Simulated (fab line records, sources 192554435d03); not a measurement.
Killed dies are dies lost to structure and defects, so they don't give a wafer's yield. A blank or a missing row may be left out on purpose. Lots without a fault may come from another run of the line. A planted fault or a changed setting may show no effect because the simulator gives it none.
One fault seen from 3 desks | flow n5_finfet | each desk has only its own numbers; what lay behind them comes last
Where a reading is given only as a bound, like >300, the bound stands for it, and a mean or a difference that rests on one is marked > or <: the true number lies beyond.

THE DEFECT DESK
What the inspections along the route counted, lot by lot: means of the sampled wafers that have a number. A lot is out of limits, marked OUT, if its mean lies more than 4 standard deviations from the usual mean; the brackets give that distance.
Columns: A = raw_defect_count at N5_STI_FIN_REVEAL_INSPECT_13, usual 11; B = raw_defect_count at N5_DUMMY_GATE_INSPECT_27, usual 284; C = raw_defect_count at N5_SPACER0_INSPECT_04, usual 128; D = raw_defect_count at N5_SD_EPI_N_INSPECT_11, usual 2.2; E = raw_defect_count at N5_SD_EPI_N_INSPECT_26, usual 191
lot  | first seen here | A  | B              | C             | D                      | E
L734 | day 2 20:23     | 10 | 249            | 111           | 1.0                    | 203
L737 | day 3 12:43     | 13 | 327            | 144           | 1.3                    | 216
L741 | day 4 14:32     | 14 | 286            | 111           | 2.0                    | 180
L744 | day 5 09:13     | 18 | 218            | 109           | 2.3                    | 150
L745 | day 5 13:50     | 11 | 394            | 161           | 2.7                    | 220
L748 | day 6 07:20     | 14 | 745 (+6.6) OUT | 629 (+17) OUT | >300 (+99 or more) OUT | 656 (+12) OUT
L749 | day 6 13:16     | 8  | 353            | 144           | 2.7                    | 197
L750 | day 6 19:17     | 12 | 315            | 154           | 1.3                    | 242
L753 | day 7 12:30     | 9  | 720 (+6.2) OUT | 615 (+16) OUT | >300 (+99 or more) OUT | 677 (+12) OUT
This desk's finding: out of limits on L748, L753; first on L748, day 6 17:27 (raw_defect_count at N5_DUMMY_GATE_INSPECT_27). In limits: L734, L737, L741, L744, L745, L749, L750.

THE METROLOGY DESK
What the gauges read, lot by lot, whatever tool the lot ran on: means of the sampled wafers that have a number. A lot is out of limits, marked OUT, if its mean lies more than 4 standard deviations from the usual mean; the brackets give that distance. Of its 12 readings 7 are shown: those that lie furthest out on some lot.
Columns: A = IOFF_N at N5_BEOL_M4_RC_MEAS_101, usual 0.153 nA/um; B = IOFF_P at N5_BEOL_M4_RC_MEAS_101, usual 0.21 nA/um; C = ION_N at N5_BEOL_M4_RC_MEAS_101, usual 673 uA/um; D = ION_P at N5_BEOL_M4_RC_MEAS_101, usual 462 uA/um; E = SS_P at N5_BEOL_M4_RC_MEAS_101, usual 73.2 mV/dec; F = VT_N at N5_BEOL_M4_RC_MEAS_101, usual 250 mV; G = VT_P at N5_BEOL_M4_RC_MEAS_101, usual -250 mV
lot  | first seen here | A     | B    | C   | D   | E    | F   | G
L734 | day 2 20:16     | 0.147 | 0.19 | 673 | 456 | 73.0 | 252 | -252
L737 | day 3 12:36     | 0.185 | 0.24 | 691 | 472 | 73.5 | 245 | -244
L741 | day 4 14:25     | 0.123 | 0.17 | 660 | 453 | 73.1 | 255 | -253
L744 | day 5 09:06     | 0.169 | 0.21 | 672 | 456 | 73.7 | 249 | -251
L745 | day 5 13:41     | 0.131 | 0.19 | 666 | 457 | 72.5 | 253 | -250
L748 | day 6 07:13     | 0.161 | 0.23 | 675 | 469 | 73.6 | 251 | -249
L749 | day 6 13:09     | 0.146 | 0.20 | 668 | 460 | 73.3 | 252 | -251
L750 | day 6 19:10     | 0.157 | 0.20 | 671 | 459 | 73.5 | 250 | -251
L753 | day 7 12:23     | 0.161 | 0.22 | 671 | 463 | 73.2 | 250 | -247
This desk's finding: nothing out of limits on any of the 9 lots.

THE TOOL OWNER'S DESK: rie_si-06
The tool's own readings at N5_DUMMY_GATE_ETCH_44 (etches poly-Si in HBr/O2, stops on SiO2, target depth 127.5 nm): means of the sampled wafers that have a number, for each lot that ran on this tool. A lot is out of limits, marked OUT, if its mean lies more than 4 standard deviations from the usual mean; the brackets give that distance.
Columns: A = drypump_motor_current_A at N5_DUMMY_GATE_ETCH_44, usual 5.8 A; B = oes_product_au at N5_DUMMY_GATE_ETCH_44, usual 0.725 a.u.; C = throttle_valve_pct at N5_DUMMY_GATE_ETCH_44, usual 18.50 %
lot  | first seen here | A   | B     | C
L734 | day 3 06:18     | 5.9 | 0.727 | 18.62
L737 | day 3 22:15     | 6.6 | 0.732 | 18.60
L745 | day 6 03:47     | 5.9 | 0.725 | 18.62
L748 | day 6 17:04     | 5.9 | 0.731 | 18.55
L753 | day 7 23:56     | 6.4 | 0.719 | 18.65
This desk's finding: nothing out of limits on any of the 5 lots.

PUT TOGETHER
The defect desk could have raised an alarm at day 6 17:27, on L748, L753.
The metrology desk saw nothing out of limits.
The tool owner's desk saw nothing out of limits.
The metrology desk has L748, L753 on record, within its limits.
The tool owner's desk has L748, L753 on record, within its limits.
Of the lots named, all ran N5_DUMMY_GATE_ETCH_44 on rie_si-06.

WHAT THE SIMULATOR HAD PUT IN
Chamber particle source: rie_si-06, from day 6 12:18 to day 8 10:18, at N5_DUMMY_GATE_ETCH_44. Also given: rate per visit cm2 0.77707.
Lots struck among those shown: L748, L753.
Hours from the fault's start to each desk's first reading out of limits: the defect desk, 5.
